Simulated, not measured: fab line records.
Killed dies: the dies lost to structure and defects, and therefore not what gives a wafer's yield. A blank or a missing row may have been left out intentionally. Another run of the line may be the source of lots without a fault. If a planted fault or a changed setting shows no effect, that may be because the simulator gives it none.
Chamber matching | flow nandHarc | aldMetal-04 running NHARC_A_WL_FILL_ALD_19: 4 sister chambers
The step deposits TiN, target thk 2 nm, pulse time 3 s, ald cycles 100. 8 wafers are shown with their chamber, then 12 later ones without.

WAFERS WITH THEIR CHAMBER
wafer  | chamber | heaterPowerW (W) | heaterPowerOuterW (W)
L080.2 | 0       | 1185             | 760
L080.3 | 1       | 1137             | 730
L081.6 | 3       | 1269             | 830
L083.2 | 3       | 1253             | 792
L083.6 | 2       | 961              | 613
L086.2 | 0       | 1187             | 756
L086.5 | 1       | 1186             | 746
L086.6 | 2       | 945              | 583

WAFERS MISSING THEIR CHAMBER
wafer  | heaterPowerW (W) | heaterPowerOuterW (W)
L089.1 | 975              | 601
L089.4 | 1130             | 743
L089.5 | 1266             | 835
L093.1 | 906              | 607
L093.5 | 916              | 592
L093.6 | 1195             | 787
L096.2 | 1189             | 794
L096.3 | 1282             | 801
L096.4 | 1203             | 770
L097.2 | 1290             | 828
L097.3 | 1240             | 830
L097.6 | 1227             | 791

WHICH CHAMBER EACH WENT THROUGH
wafer  | from the rows above          | in truth
L089.1 | 2                            | 2
L089.4 | can't be placed: 1 or 0      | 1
L089.5 | 3                            | 3
L093.1 | 2                            | 2
L093.5 | 2                            | 2
L093.6 | can't be placed: 0 or 1      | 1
L096.2 | can't be placed: 0 or 1 or 3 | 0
L096.3 | 3                            | 3
L096.4 | can't be placed: 0 or 1      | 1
L097.2 | 3                            | 3
L097.3 | 3                            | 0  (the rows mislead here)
L097.6 | can't be placed: 3 or 0      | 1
6 of 12 placed correctly. Can't be placed from these rows: 5 (the true chamber is among the candidates in 4). Wrongly placed: 1.
How it was worked out, from the rows above alone: a wafer's distance from a chamber is the root of the sum, over the readings, of the square of ((its reading less the chamber's mean) divided by the reading's scatter). If the next closest chamber is less than 2 further off than the closest, the wafer can't be placed; otherwise it belongs to the closest. Each chamber's mean is taken over the wafers shown for it. The scatter: take each reading less its chamber's mean, square it, sum over the shown wafers, divide by the number of wafers less the number of chambers, and take the root.
